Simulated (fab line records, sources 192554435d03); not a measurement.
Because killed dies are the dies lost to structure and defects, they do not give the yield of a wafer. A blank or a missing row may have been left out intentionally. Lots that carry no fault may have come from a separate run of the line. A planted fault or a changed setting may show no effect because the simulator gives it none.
Split-lot experiment    flow n5Finfet    39 wafers read from 7 lots, route of 1938 steps

## THE SPLIT
At N5_DUMMY_GATE_ETCH_31 (etches SiO2 in C4F6/O2, target depth 82.5 nm, time 27.5 s), the setting targetDepthA was moved away from the recipe's 825 angstrom on 9 of the 39 wafers read, by -7.2% to +6.6%. For the rest of the wafers, this setting stayed at what the recipe calls for.

The split's own step is where the reading is taken.

## THE READING
etch.depthNm (the simulator's own value, which no gauge read), in nm, at N5_DUMMY_GATE_ETCH_31 (etches SiO2 in C4F6/O2, target depth 82.5 nm, time 27.5 s). The file does not state a usual value for it. Average 82.14 nm, standard deviation 1.2 nm, over the 30 wafers here run with the recipe.

wafer   tool, chamber at the split  targetDepthA as run, angstrom  against the recipe  etch.depthNm, nm  against lot-mates on the recipe
L074.2  rieDiel-06, 2               825                            recipe              81.73             -
L074.4  rieDiel-06, 1               825                            recipe              82.12             -
L074.6  rieDiel-06, 0               825                            recipe              81.68             -
L079.1  rieDiel-06, 2               825                            recipe              82.39             -
L079.2  rieDiel-06, 3               825                            recipe              83.09             -
L079.3  rieDiel-06, 1               825                            recipe              81.9              -
L079.4  rieDiel-06, 0               825                            recipe              82.19             -
L079.5  rieDiel-06, 3               825                            recipe              83.02             -
L079.6  rieDiel-06, 2               825                            recipe              83.58             -
L083.1  rieDiel-06, 3               825                            recipe              82.34             -
L083.2  rieDiel-06, 2               825                            recipe              82.02             -
L083.3  rieDiel-06, 0               825                            recipe              80.88             -
L083.4  rieDiel-06, 0               825                            recipe              81.27             -
L083.5  rieDiel-06, 3               825                            recipe              82.18             -
L083.6  rieDiel-06, 2               825                            recipe              82.48             -
L085.1  rieDiel-03, 1               825                            recipe              82.06             -
L085.2  rieDiel-03, 3               825                            recipe              80.15             -
L085.3  rieDiel-03, 2               876.8                          +6.3%               85.45             +4.55
L085.4  rieDiel-03, 1               876.8                          +6.3%               86.01             +5.11
L085.5  rieDiel-03, 2               825                            recipe              80.5              -
L085.6  rieDiel-03, 3               876.8                          +6.3%               85.44             +4.54
L087.1  rieDiel-02, 3               765.8                          -7.2%               75.07             -7.48
L087.2  rieDiel-02, 0               765.8                          -7.2%               78.03             -4.52
L087.3  rieDiel-02, 2               825                            recipe              81.28             -
L087.4  rieDiel-02, 2               825                            recipe              82.36             -
L087.5  rieDiel-02, 3               765.8                          -7.2%               75.53             -7.02
L087.6  rieDiel-02, 0               825                            recipe              84.02             -
L088.1  rieDiel-06, 3               879.5                          +6.6%               87.78             +6.38
L088.2  rieDiel-06, 0               825                            recipe              80.35             -
L088.3  rieDiel-06, 1               879.5                          +6.6%               89.26             +7.86
L088.4  rieDiel-06, 2               825                            recipe              82.13             -
L088.5  rieDiel-06, 2               879.5                          +6.6%               86.92             +5.52
L088.6  rieDiel-06, 3               825                            recipe              81.72             -
L094.1  rieDiel-02, 3               825                            recipe              85.15             -
L094.2  rieDiel-02, 2               825                            recipe              80.35             -
L094.3  rieDiel-02, 1               825                            recipe              82.06             -
L094.4  rieDiel-02, 0               825                            recipe              83.14             -
L094.5  rieDiel-02, 2               825                            recipe              80.95             -
L094.6  rieDiel-02, 3               825                            recipe              85.07             -

THE FIT
A straight line over all 39 wafers: etch.depthNm changes by +0.77 nm for each +1% of targetDepthA; r = +0.89; the points scatter about the line by 1.3 nm.
The same after taking each lot's own level away (the mean of its wafers on the recipe; 39 wafers): +0.883 nm for each +1%; r = +0.94; scatter 1.1 nm.
According to that fit, moving targetDepthA by its largest amount changes the reading by 6.3 nm.
Measured against the standard deviation above, the lots' own levels, which go from 80.903 to 82.787 nm, span 1.5 times it.
Thus the slope moves with the lot-to-lot level: the two fits are different.
Check: -6.1 nm against its lot-mates is what the line predicts for one of the wafers moved furthest among these (-7.2%) when that wafer is left out of the fit. Against them it came out at -7.48 nm.

## OTHER SPLITS APPLIED TO THESE WAFERS
Other splits were also applied to these wafers ahead of the reading. Each is held against what the fit with the lots' levels taken away leaves over:
other split on the same wafers    wafers away from the commonest value  r with etch.depthNm (lot level and that fit taken away)
N5_FIN_SAQP_HM_DEP_03 targetThkA  15                                    +0.01

## FILE'S OWN FIT
etch.depthNm changes by +0.883 nm for each +1% of targetDepthA, r = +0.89.
